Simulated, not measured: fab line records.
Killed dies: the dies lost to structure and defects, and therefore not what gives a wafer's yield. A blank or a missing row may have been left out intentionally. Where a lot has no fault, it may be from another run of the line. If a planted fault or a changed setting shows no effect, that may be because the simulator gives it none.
Which tool did it? | flow nandHarc | 13 lots with 39 wafers sampled at 3 steps, on a route of 1159 steps

## WHAT EACH GAUGE READ, for each wafer
NHARC_P_GATE_CD_MEAS_11: target cd 1640 nm. Usual: cdNm reads 1638.6 nm (standard deviation 2.5).
lot  | measured    | on       | cdNm (nm)            | flag
L710 | day 3 21:04 | cdSem-03 | 1638.8 1637.8 1640.0 | 
L711 | day 4 08:16 | cdSem-02 | 1638.5 1640.7 1638.8 | 
L713 | day 4 13:13 | cdSem-03 | 1634.2 1636.3 1633.6 | 
L714 | day 5 02:08 | cdSem-01 | 1636.7 1633.4 1637.0 | 
L715 | day 5 02:10 | cdSem-03 | 1641.0 1639.8 1639.6 | 
L716 | day 5 16:08 | cdSem-03 | 1637.7 1637.7 1639.5 | 
L717 | day 5 15:59 | cdSem-03 | 1637.0 1638.3 1639.2 | 
L719 | day 6 12:16 | cdSem-02 | 1632.3 1637.4 1636.7 | 
L720 | day 7 07:21 | cdSem-02 | 1641.8 1641.2 1640.5 | 
L722 | day 7 07:19 | cdSem-03 | 1636.6 1638.9 1638.2 | 
L723 | day 7 07:25 | cdSem-01 | - - -                | OFF
L733 | day 9 15:04 | cdSem-02 | 1637.0 1639.2 1639.4 | 
L732 | day 9 15:14 | cdSem-01 | 1639.3 1640.7 1641.8 | 

## WHICH TOOL RAN EACH LOT (tool, then ch and the chambers of the sampled wafers, then the start)
lot  | NHARC_P_STI_DESCUM_14            | NHARC_P_GATE_EXPOSE_08
L710 | rieDiel-12 ch 0,1, day 2 11:19   | krfScanner-01 ch 0, day 3 20:55
L711 | rieDiel-10 ch 1,2, day 2 17:01   | krfScanner-02 ch 0, day 4 08:07
L713 | rieDiel-10 ch 0,2, day 3 05:05   | krfScanner-02 ch 0, day 4 13:04
L714 | rieDiel-12 ch 2,3, day 3 12:51   | krfScanner-03 ch 0, day 5 01:59
L715 | rieDiel-12 ch 1,2,3, day 3 17:26 | krfScanner-03 ch 0, day 5 02:01
L716 | rieDiel-12 ch 0,2,3, day 4 02:43 | krfScanner-01 ch 0, day 5 15:59
L717 | rieDiel-06 ch 0,2, day 4 02:53   | krfScanner-02 ch 0, day 5 15:50
L719 | rieDiel-12 ch 0,1, day 4 17:14   | krfScanner-01 ch 0, day 6 12:05
L720 | rieDiel-10 ch 1,2, day 4 23:13   | krfScanner-03 ch 0, day 7 07:12
L722 | rieDiel-10 ch 0,2,3, day 5 11:33 | krfScanner-03 ch 0, day 7 07:10
L723 | rieDiel-12 ch 1,3, day 5 22:58   | krfScanner-03 ch 0, day 7 07:16
L733 | rieDiel-06 ch 0,1, day 8 01:41   | krfScanner-03 ch 0, day 9 14:55
L732 | rieDiel-12 ch 0,1,2, day 8 01:44 | krfScanner-02 ch 0, day 9 15:04
- NHARC_P_STI_DESCUM_14: chemistry O2, time 3 s.
- NHARC_P_GATE_EXPOSE_08: exposes mask P HV.

## AS READ BY THE TOOLS THEMSELVES (means over the sampled wafers that have a number; for cases with no such wafer, the mark the record gives instead)
NHARC_P_STI_DESCUM_14. Usual: drypumpMotorCurrentA 5.6 A, standard deviation 0.35; mfcArSccm 0.011 sccm, standard deviation 0.016; oesProductAu 1.002 a.u., standard deviation 0.011; rfVppV 57.8 V, standard deviation 0.85; showerheadPlenumPTorr 1.93 Torr, standard deviation 0.087; throttleValvePct 11.311 %, standard deviation 0.0094.
lot  | tool       | drypumpMotorCurrentA (A) | mfcArSccm (sccm) | oesProductAu (a.u.) | rfVppV (V) | showerheadPlenumPTorr (Torr) | throttleValvePct (%) | flag
L710 | rieDiel-12 | 6.2                      | 0.027            | 1.013               | 57.3       | 1.92                         | 11.310               | 
L711 | rieDiel-10 | 5.5                      | 0.001            | 1.002               | 58.6       | 1.80                         | 11.308               | 
L713 | rieDiel-10 | 5.8                      | 0.028            | 1.006               | 57.9       | 1.88                         | 11.302               | 
L714 | rieDiel-12 | 5.4                      | 0.000            | 0.989               | 58.0       | 1.99                         | 11.308               | 
L715 | rieDiel-12 | 5.6                      | 0.014            | 0.990               | 57.9       | 1.93                         | 11.324               | 
L716 | rieDiel-12 | 5.7                      | 0.000            | 0.996               | 57.8       | 2.00                         | 11.309               | 
L717 | rieDiel-06 | 5.4                      | 0.016            | 0.992               | 57.6       | 1.98                         | 11.315               | 
L719 | rieDiel-12 | 6.2                      | 0.027            | 1.004               | 58.2       | 1.92                         | 11.298               | 
L720 | rieDiel-10 | 5.3                      | 0.001            | 1.003               | 57.5       | 1.82                         | 11.305               | 
L722 | rieDiel-10 | 5.6                      | 0.014            | 1.003               | 58.4       | 1.91                         | 11.315               | 
L723 | rieDiel-12 | 5.9                      | 0.027            | 1.014               | 57.8       | 1.91                         | 11.305               | 
L733 | rieDiel-06 | 5.6                      | 0.026            | 0.994               | 57.5       | 1.91                         | 11.313               | 
L732 | rieDiel-12 | 5.9                      | 0.014            | 1.008               | 58.6       | 1.94                         | 11.305               | 

## THE ANSWER, worked out from the rows above alone
Rule: lot off if the mean of its wafers having a number is beyond 3 standard deviations from the usual mean. A lot without any number at a reading at which 4 lots or more have one is off too. Where the step has rows for the other lots, those lots are counted as sound. After the gauges, taken in route order, come the tools' own readings; for these a lot's mean is taken, as printed above. The first step at which some lot is off is used, and at that step the reading that is off furthest; a lot without a number counts as furthest.
Off at NHARC_P_GATE_CD_MEAS_11 (cdNm): L723. Without a number there: L723.
A tool fits if, at a process step before that reading, it ran every lot that is off, and no sound lot after the first of them. Those tools and the gauges at NHARC_P_GATE_CD_MEAS_11 are tried in the same way. No candidate that was tried fits.

## WHAT THE SIMULATOR HAD INSERTED
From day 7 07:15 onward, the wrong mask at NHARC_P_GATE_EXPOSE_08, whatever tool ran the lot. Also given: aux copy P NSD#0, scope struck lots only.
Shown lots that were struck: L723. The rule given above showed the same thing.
